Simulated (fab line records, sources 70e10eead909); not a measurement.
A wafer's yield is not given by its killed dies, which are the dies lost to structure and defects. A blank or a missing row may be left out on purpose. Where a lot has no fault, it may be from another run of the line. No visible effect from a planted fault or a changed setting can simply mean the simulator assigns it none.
What tool caused it? -- flow nand_harc -- 14 lots with 42 wafers sampled at 3 steps, on a route of 1302 steps

## WHAT THE GAUGES READ, wafer by wafer
NHARC_A_ONON_D2_THK_MEAS_11: measures by ellipsometry. Usual: thk_nm 997 nm, standard deviation 8.9.
lot,measured,on,thk_nm (nm),flag
L714,day 12 19:44,film_metro-02,998 1000 999,
L715,day 13 01:11,film_metro-01,997 996 999,
L716,day 13 01:11,film_metro-02,1002 1003 1003,
L717,day 13 15:49,film_metro-01,983 984 984,
L718,day 14 11:44,film_metro-01,1006 1004 1005,
L720,day 14 21:56,film_metro-02,1010 1011 1010,
L723,day 16 08:22,film_metro-02,1012 1010 1013,
L728,day 18 22:34,film_metro-01,998 999 999,
L731,day 19 15:53,film_metro-01,982 1499 984,OFF
L733,day 20 12:43,film_metro-01,1513 1516 1001,OFF
L734,day 20 18:18,film_metro-02,1003 1006 1004,
L735,day 21 00:58,film_metro-02,995 995 996,
L736,day 21 15:22,film_metro-01,980 981 981,
L737,day 22 03:56,film_metro-02,1004 1004 1004,

## TOOL THAT RAN EACH LOT (tool first, then ch and the chambers of the sampled wafers, then the start)
lot,NHARC_A_CHANNEL_FILL_D1_ALD_03,NHARC_A_ONON_D2_DEP_09
L714,"ald_sin_batch-03 ch 0, day 12 19:17 or earlier","pecvd_onon-02 ch 0, day 12 19:17"
L715,"ald_sin_batch-01 ch 0, day 13 00:41 or earlier","pecvd_onon-02 ch 0, day 13 00:41"
L716,"ald_sin_batch-01 ch 0, day 13 00:40 or earlier","pecvd_onon-04 ch 0, day 13 00:40"
L717,"ald_sin_batch-03 ch 0, day 13 15:22 or earlier","pecvd_onon-02 ch 0, day 13 15:22"
L718,"ald_sin_batch-02 ch 0, day 14 11:13 or earlier","pecvd_onon-02 ch 0, day 14 11:13"
L720,"ald_sin_batch-03 ch 0, day 14 21:26 or earlier","pecvd_onon-04 ch 0, day 14 21:26"
L723,"ald_sin_batch-01 ch 0, day 16 07:55 or earlier","pecvd_onon-01 ch 0, day 16 07:55"
L728,"ald_sin_batch-01 ch 0, day 18 22:14 or earlier","pecvd_onon-04 ch 0, day 18 22:14"
L731,"ald_sin_batch-01 ch 0, day 19 15:22 or earlier","pecvd_onon-04 ch 0, day 19 15:22"
L733,"ald_sin_batch-01 ch 0, day 20 12:14 or earlier","pecvd_onon-04 ch 0, day 20 12:14"
L734,"ald_sin_batch-01 ch 0, day 20 17:47 or earlier","pecvd_onon-02 ch 0, day 20 17:47"
L735,"ald_sin_batch-02 ch 0, day 21 00:28 or earlier","pecvd_onon-02 ch 0, day 21 00:28"
L736,"ald_sin_batch-01 ch 0, day 21 14:51 or earlier","pecvd_onon-01 ch 0, day 21 14:51"
L737,"ald_sin_batch-03 ch 0, day 22 03:29 or earlier","pecvd_onon-02 ch 0, day 22 03:29"
- NHARC_A_CHANNEL_FILL_D1_ALD_03: deposits SiNx, target thk 6 nm, pulse time 60 s, ald cycles 58.
- NHARC_A_ONON_D2_DEP_09: target thk 1000 nm.

## AS READ BY THE TOOLS THEMSELVES (means over the sampled wafers that have a number; for cases with no such wafer, the mark the record gives instead)
NHARC_A_CHANNEL_FILL_D1_ALD_03. Usual: precursor_pulse_height_rel 1.000, standard deviation 0.022.
lot,tool,precursor_pulse_height_rel,flag
L714,ald_sin_batch-03,0.993,
L715,ald_sin_batch-01,1.002,
L716,ald_sin_batch-01,1.001,
L717,ald_sin_batch-03,0.983,
L718,ald_sin_batch-02,1.004,
L720,ald_sin_batch-03,0.996,
L723,ald_sin_batch-01,0.997,
L728,ald_sin_batch-01,0.999,
L731,ald_sin_batch-01,1.015,
L733,ald_sin_batch-01,1.008,
L734,ald_sin_batch-01,0.991,
L735,ald_sin_batch-02,0.999,
L736,ald_sin_batch-01,0.998,
L737,ald_sin_batch-03,0.996,

NHARC_A_ONON_D2_DEP_09. Usual: n2_flow_sccm 2751 sccm, standard deviation 7.9; n2o_flow_sccm 2000 sccm, standard deviation 5.5.
lot,tool,n2_flow_sccm (sccm),n2o_flow_sccm (sccm),flag
L714,pecvd_onon-02,2751,2001,
L715,pecvd_onon-02,2743,2001,
L716,pecvd_onon-04,2750,2001,
L717,pecvd_onon-02,2756,1995,
L718,pecvd_onon-02,2757,2000,
L720,pecvd_onon-04,2751,2003,
L723,pecvd_onon-01,2758,2002,
L728,pecvd_onon-04,2731,1997,
L731,pecvd_onon-04,2755,2003,
L733,pecvd_onon-04,2748,2001,
L734,pecvd_onon-02,2750,2000,
L735,pecvd_onon-02,2754,2005,
L736,pecvd_onon-01,2751,2004,
L737,pecvd_onon-02,2755,1998,

## THE ANSWER, worked out from the rows above alone
Rule: a lot is off if the mean of its wafers that have a number lies more than 3 standard deviations from the usual mean. A lot without any number at a reading at which 4 lots or more have one is off too. All remaining lots with rows at the step are treated as sound. After the gauges, taken in route order, come the tools' own readings; for these a lot's mean is taken, as printed above. The first step at which some lot is off is used, and at that step the reading that is off furthest; a lot without a number counts as furthest.
Off, at NHARC_A_ONON_D2_THK_MEAS_11 on thk_nm: L731, L733.
A tool fits if, at a process step before that reading, it ran every lot that is off, and no sound lot after the first of them. The gauges at NHARC_A_ONON_D2_THK_MEAS_11 are tried like those tools. With no start given for some of its lots, NHARC_A_CHANNEL_FILL_D1_ALD_03 uses the hours and lot order of NHARC_A_ONON_D2_DEP_09. One fits: pecvd_onon-04 at NHARC_A_ONON_D2_DEP_09. Its last sound lot is L728 (day 18 22:14), its first lot that is off L731 (day 19 15:22): a fault that began between those two fits.

## WHAT THE SIMULATOR PUT IN
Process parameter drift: pecvd_onon-04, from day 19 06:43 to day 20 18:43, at NHARC_A_ONON_D2_DEP_09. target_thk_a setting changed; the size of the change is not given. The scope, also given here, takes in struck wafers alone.
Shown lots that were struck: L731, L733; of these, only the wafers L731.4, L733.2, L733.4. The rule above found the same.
